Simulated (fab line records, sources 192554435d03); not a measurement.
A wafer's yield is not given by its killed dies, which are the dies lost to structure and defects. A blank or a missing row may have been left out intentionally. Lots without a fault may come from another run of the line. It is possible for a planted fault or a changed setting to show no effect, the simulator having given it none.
Split-lot trial + flow n5-finfet + 21 wafers read across 7 lots, on a route 1938 steps long

SPLIT DETAILS
At N5_BEOL_M15_TRENCH_ETCH_34 (etches SiO2 in C4F8/O2/Ar, target depth 872.93 nm, time 199 s), the setting bias-w was moved away from the recipe's 2040 W on 9 of the 21 wafers read, by -16.6% to +12.9%. This setting was run at the recipe's value on the other wafers.

The reading comes from the split's own step.

THE READING
rf-vpp-V, in V, at N5_BEOL_M15_TRENCH_ETCH_34 (etches SiO2 in C4F8/O2/Ar, target depth 872.93 nm, time 199 s). A value of 2228 V with a standard deviation of 35 V is what fault-free wafers of this fab line usually give.

| wafer  | tool, chamber at the split | bias-w as run, W | against the recipe | rf-vpp-V, V | against lot-mates on the recipe |
|--------|----------------------------|------------------|--------------------|-------------|---------------------------------|
| L076.2 | rie-diel-05, 0             | 2040             | recipe             | 2196        | -                               |
| L076.3 | rie-diel-05, 3             | 2040             | recipe             | 2291        | -                               |
| L076.4 | rie-diel-05, 1             | 2250             | +10.3%             | 2440        | +196                            |
| L078.2 | rie-diel-03, 0             | 2040             | recipe             | 2251        | -                               |
| L078.3 | rie-diel-03, 1             | 1807             | -11.4%             | 2052        | -199                            |
| L078.5 | rie-diel-03, 3             | 1807             | -11.4%             | 2013        | -238                            |
| L079.2 | rie-diel-03, 0             | 2040             | recipe             | 2250        | -                               |
| L079.3 | rie-diel-03, 1             | 2040             | recipe             | 2232        | -                               |
| L079.5 | rie-diel-03, 3             | 2040             | recipe             | 2190        | -                               |
| L080.4 | rie-diel-03, 0             | 2040             | recipe             | 2249        | -                               |
| L080.5 | rie-diel-03, 3             | 2040             | recipe             | 2191        | -                               |
| L080.6 | rie-diel-03, 2             | 2252             | +10.4%             | 2412        | +192                            |
| L093.1 | rie-diel-05, 0             | 2040             | recipe             | 2197        | -                               |
| L093.3 | rie-diel-05, 2             | 2040             | recipe             | 2220        | -                               |
| L093.6 | rie-diel-05, 1             | 2040             | recipe             | 2278        | -                               |
| L094.3 | rie-diel-06, 1             | 2303             | +12.9%             | 2445        | +251                            |
| L094.4 | rie-diel-06, 2             | 2303             | +12.9%             | 2408        | +214                            |
| L094.5 | rie-diel-06, 3             | 2040             | recipe             | 2194        | -                               |
| L095.2 | rie-diel-03, 2             | 1702             | -16.6%             | 1980        | no lot-mate on the recipe       |
| L095.3 | rie-diel-03, 3             | 1702             | -16.6%             | 1924        | no lot-mate on the recipe       |
| L095.4 | rie-diel-03, 3             | 1702             | -16.6%             | 1925        | no lot-mate on the recipe       |

THE FIT
A straight line over all 21 wafers: rf-vpp-V changes by +17.1 V for each +1% of bias-w; r = +0.98; the points scatter about the line by 32 V.
The same after taking each lot's own level away (the mean of its wafers on the recipe; 18 wafers): +18.6 V for each +1%; r = +0.98; scatter 29 V.
On that fit, the largest move of bias-w shifts the reading by 3.1e+02 V.
The span of the lots' own levels, 2194.0 to 2251.0 V, comes to 1.6 times the standard deviation stated above.
Hence the lot-to-lot level has little effect on the slope; both slopes agree.
Check: with one of the wafers moved furthest among these (+12.9%) left out of the fit, the line predicts +235 V for it against its lot-mates. It came out at +251 V against them.
Tool readings at the split's step, against how far the setting was moved: rf-vpp-V r = +0.98.

OTHER SPLITS ON THESE WAFERS
Before the reading, these wafers also passed through other splits. Each is held against what the fit with the lots' levels taken away leaves over:
| other split on the same wafers | wafers away from the commonest value | r with rf-vpp-V (lot level and that fit taken away) |
|--------------------------------|--------------------------------------|-----------------------------------------------------|
| N5_BEOL_M15_EXPOSE_25 dose-mj  | 6                                    | +0.02                                               |

FILE'S OWN FIT
rf-vpp-V changes by +18.6 V for each +1% of bias-w, r = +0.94.
